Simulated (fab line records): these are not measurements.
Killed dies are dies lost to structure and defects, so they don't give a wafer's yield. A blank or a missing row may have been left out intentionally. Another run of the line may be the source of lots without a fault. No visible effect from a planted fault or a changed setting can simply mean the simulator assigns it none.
Matching of chambers + flow n5_finfet + N5_BEOL_M8_DESCUM_16 on rie_diel-05: 4 sister chambers
The step chemistry O2, time 7.9 s. 20 wafers are shown with their chamber, then 10 later ones without.

WAFERS PAIRED WITH THEIR CHAMBERS
| wafer  | chamber | showerhead_plenum_p_Torr (Torr) | drypump_motor_current_A (A) | throttle_valve_pct (%) |
|--------|---------|---------------------------------|-----------------------------|------------------------|
| L076.3 | 0       | 2.22                            | 5.1                         | 20.40                  |
| L076.5 | 2       | 2.13                            | 5.8                         | 19.84                  |
| L076.6 | 0       | 2.22                            | 5.0                         | 20.41                  |
| L079.1 | 2       | 2.13                            | 5.8                         | 19.84                  |
| L079.4 | 2       | 2.13                            | 5.8                         | 19.86                  |
| L079.6 | 1       | 2.17                            | 5.7                         | 20.21                  |
| L078.1 | 2       | 2.13                            | 5.8                         | 19.86                  |
| L078.4 | 1       | 2.18                            | 5.6                         | 20.20                  |
| L078.5 | 0       | 2.22                            | 5.0                         | 20.40                  |
| L081.3 | 3       | 2.06                            | 5.9                         | 20.20                  |
| L081.5 | 0       | 2.22                            | 5.1                         | 20.43                  |
| L081.6 | 1       | 2.17                            | 5.6                         | 20.22                  |
| L082.1 | 1       | 2.17                            | 5.7                         | 20.23                  |
| L082.4 | 0       | 2.22                            | 5.1                         | 20.43                  |
| L082.6 | 3       | 2.06                            | 5.9                         | 20.20                  |
| L088.2 | 0       | 2.21                            | 5.1                         | 20.45                  |
| L088.5 | 2       | 2.12                            | 5.8                         | 19.89                  |
| L088.6 | 1       | 2.17                            | 5.6                         | 20.24                  |
| L089.1 | 2       | 2.12                            | 5.8                         | 19.88                  |
| L089.4 | 3       | 2.05                            | 5.9                         | 20.23                  |

SIGNATURES, as means of the wafers listed above
| reading                  | chamber 0 | chamber 1 | chamber 2 | chamber 3 | scatter within a chamber |
|--------------------------|-----------|-----------|-----------|-----------|--------------------------|
| showerhead_plenum_p_Torr | 2.2183    | 2.1720    | 2.1267    | 2.0567    | 0.00477                  |
| drypump_motor_current_A  | 5.067     | 5.640     | 5.800     | 5.900     | 0.0398                   |
| throttle_valve_pct       | 20.4200   | 20.2200   | 19.8617   | 20.2100   | 0.0188                   |
Rule: a wafer's distance from a chamber is the root of the sum, over the readings, of the square of ((its reading less the chamber's mean) divided by the reading's scatter). The wafer belongs to the nearest chamber; if the next one is less than 2 further off, it can't be placed. The scatter: the root of (the sum of the squares of (reading less its chamber's mean) over the shown wafers, divided by (wafers less chambers)).

WAFERS WITHOUT THEIR CHAMBER
| wafer  | showerhead_plenum_p_Torr (Torr) | drypump_motor_current_A (A) | throttle_valve_pct (%) |
|--------|---------------------------------|-----------------------------|------------------------|
| L089.6 | 2.12                            | 5.8                         | 19.88                  |
| L093.1 | 2.12                            | 5.8                         | 19.91                  |
| L093.5 | 2.16                            | 5.7                         | 20.24                  |
| L093.6 | 2.12                            | 5.8                         | 19.91                  |
| L095.2 | 2.05                            | 5.9                         | 20.25                  |
| L095.4 | 2.21                            | 5.0                         | 20.48                  |
| L095.5 | 2.05                            | 5.9                         | 20.25                  |
| L097.3 | 2.04                            | 5.9                         | 20.26                  |
| L097.4 | 2.04                            | 5.9                         | 20.26                  |
| L097.6 | 2.16                            | 5.7                         | 20.29                  |

WHICH CHAMBER EACH ONE RAN IN
| wafer  | from the rows above | in truth |
|--------|---------------------|----------|
| L089.6 | 2                   | 2        |
| L093.1 | 2                   | 2        |
| L093.5 | 1                   | 1        |
| L093.6 | 2                   | 2        |
| L095.2 | 3                   | 3        |
| L095.4 | 0                   | 0        |
| L095.5 | 3                   | 3        |
| L097.3 | 3                   | 3        |
| L097.4 | 3                   | 3        |
| L097.6 | 1                   | 1        |
10 of 10 placed correctly. From these rows, 0 cannot be placed. Placed wrongly: 0.
